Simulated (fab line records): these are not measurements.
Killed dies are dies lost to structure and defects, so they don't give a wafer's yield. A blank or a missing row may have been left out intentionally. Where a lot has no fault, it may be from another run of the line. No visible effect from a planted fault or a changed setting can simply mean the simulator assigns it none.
Chamber matching	flow n5Finfet	4 sister chambers for N5_GATE_CUT_ETCH_28 on rieDiel-06
The step etches underlayer in N2/H2, target depth 13 nm, time 10.4 s. 14 wafers are shown with their chamber, then 7 later ones without.

EACH WAFER AND ITS CHAMBER
wafer	chamber	showerheadPlenumPTorr (Torr)	drypumpMotorCurrentA (A)	rfVppV (V)
L075.1	2	2.65	5.6	526.8
L075.2	1	2.54	6.6	523.9
L075.6	1	2.54	6.5	523.6
L076.1	0	2.47	5.1	522.0
L076.3	2	2.65	5.6	527.5
L076.6	0	2.47	5.1	521.6
L081.1	1	2.54	6.6	523.6
L081.3	3	2.64	5.7	527.2
L081.6	0	2.47	5.2	522.3
L082.2	3	2.64	5.7	527.5
L082.4	2	2.64	5.6	527.3
L082.5	0	2.47	5.2	522.5
L088.2	1	2.53	6.5	524.2
L088.3	3	2.63	5.6	527.3

SIGNATURES, as means of the wafers listed above
reading	chamber 0	chamber 1	chamber 2	chamber 3	scatter within a chamber
showerheadPlenumPTorr	2.4700	2.5375	2.6467	2.6367	0.00456
drypumpMotorCurrentA	5.150	6.550	5.600	5.667	0.0516
rfVppV	522.100	523.825	527.200	527.333	0.318
Rule: a wafer's distance from a chamber is the root of the sum, over the readings, of the square of ((its reading less the chamber's mean) divided by the reading's scatter). If the next closest chamber is less than 2 further off than the closest, the wafer can't be placed; otherwise it belongs to the closest. The scatter: the root of (the sum of the squares of (reading less its chamber's mean) over the shown wafers, divided by (wafers less chambers)).

WAFERS WITHOUT THEIR CHAMBER
wafer	showerheadPlenumPTorr (Torr)	drypumpMotorCurrentA (A)	rfVppV (V)
L088.5	2.53	6.6	524.3
L091.1	2.63	5.7	526.3
L091.2	2.53	6.6	523.1
L091.4	2.64	5.7	525.9
L095.1	2.46	5.2	523.0
L095.3	2.63	5.6	525.1
L095.5	2.46	5.1	522.4

WHICH CHAMBER EACH ONE RAN IN
wafer	from the rows above	in truth
L088.5	1	1
L091.1	can't be placed: 3 or 2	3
L091.2	1	1
L091.4	can't be placed: 3 or 2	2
L095.1	0	0
L095.3	can't be placed: 3 or 2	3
L095.5	0	0
Correctly placed: 4 of 7. Not placeable from these rows: 3 (in 3, the candidates include the true chamber). Number placed wrongly: 0.
